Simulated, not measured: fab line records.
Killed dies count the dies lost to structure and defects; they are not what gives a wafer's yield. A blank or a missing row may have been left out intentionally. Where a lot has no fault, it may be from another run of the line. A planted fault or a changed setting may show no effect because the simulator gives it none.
The same fault as seen by 3 desks -- flow nandHarc -- numbers are kept per desk, each desk with only its own; the story behind them comes last

== TOOL OWNER'S DESK, krfScanner-02 ==
The tool's own readings at NHARC_P_GATE_EXPOSE_43 (exposes mask P NSD, target cd 720 nm): means of the sampled wafers that have a number, for each lot that ran on this tool. The brackets show how far a lot's mean lies from the usual mean; more than 4 standard deviations puts the lot out of limits, marked OUT.
Columns: A = exposureDoseMJCm2 at NHARC_P_GATE_EXPOSE_43, usual 14.813; B = focusOffsetNm at NHARC_P_GATE_EXPOSE_43, usual -0.1 nm
lot,first seen here,A,B
L823,day 7 02:34,14.815,0.5
L824,day 7 04:46,14.807,0.0
L842,day 14 17:13,14.807,-0.6
Result from this desk: across the 3 lots, nothing is out of limits.

== THE DEFECT DESK ==
What the inspections along the route counted, lot by lot: means of the sampled wafers that have a number. The brackets show how far a lot's mean lies from the usual mean; more than 4 standard deviations puts the lot out of limits, marked OUT.
Columns: A = rawDefectCount at NHARC_P_GATE_INSPECT_68, usual 197
lot,first seen here,A
L820,day 6 01:48,150
L823,day 7 09:14,173
L824,day 7 11:29,167
L825,day 8 00:11,149
L827,day 8 16:17,1257 (+15) OUT
L826,day 8 17:42,1288 (+15) OUT
L831,day 10 14:26,172
L838,day 13 04:59,166
L839,day 13 16:26,180
L841,day 14 15:40,167
L842,day 15 00:16,158
This desk finds L826, L827 out of limits, L827 being first, at day 8 16:17 (rawDefectCount at NHARC_P_GATE_INSPECT_68). Within limits: L820, L823, L824, L825, L831, L838, L839, L841, L842.

== FROM THE METROLOGY DESK ==
Means of the sampled wafers that have a number, per lot and without regard to the tool the lot ran on: this is what the gauges read. The brackets show how far a lot's mean lies from the usual mean; more than 4 standard deviations puts the lot out of limits, marked OUT.
Columns: A = cdNm at NHARC_P_GATE_CD_MEAS_46, usual 721.7 nm; B = cdNm at NHARC_P_GATE_CD_MEAS_59, usual 721.8 nm
lot,first seen here,A,B
L820,day 5 19:14,720.9,723.0
L823,day 7 02:43,721.0,720.3
L824,day 7 04:55,723.7,721.1
L825,day 7 17:45,717.2,720.7
L827,day 8 11:26,-,721.8
L826,day 8 12:52,-,722.4
L831,day 10 07:40,720.4,721.6
L838,day 12 22:32,720.8,721.0
L839,day 13 09:54,720.4,720.3
L841,day 14 09:23,722.0,724.2
L842,day 14 17:22,722.3,723.8
Result from this desk: across the 11 lots, nothing is out of limits.

== TAKEN TOGETHER ==
The defect desk could have raised an alarm at day 8 16:17, on L826, L827.
The tool owner's desk saw nothing out of limits.
The metrology desk saw nothing out of limits.
The tool owner's desk has no number on record for L826, L827.
The metrology desk holds a record of L826, L827, inside its limits.
On krfScanner-02, each named lot ran NHARC_P_GATE_EXPOSE_43.

== WHAT THE SIMULATOR HAD INSERTED ==
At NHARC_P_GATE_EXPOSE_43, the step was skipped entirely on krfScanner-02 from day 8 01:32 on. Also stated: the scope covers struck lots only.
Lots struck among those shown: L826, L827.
Hours from the fault's start to each desk's first reading out of limits: the defect desk, 15.
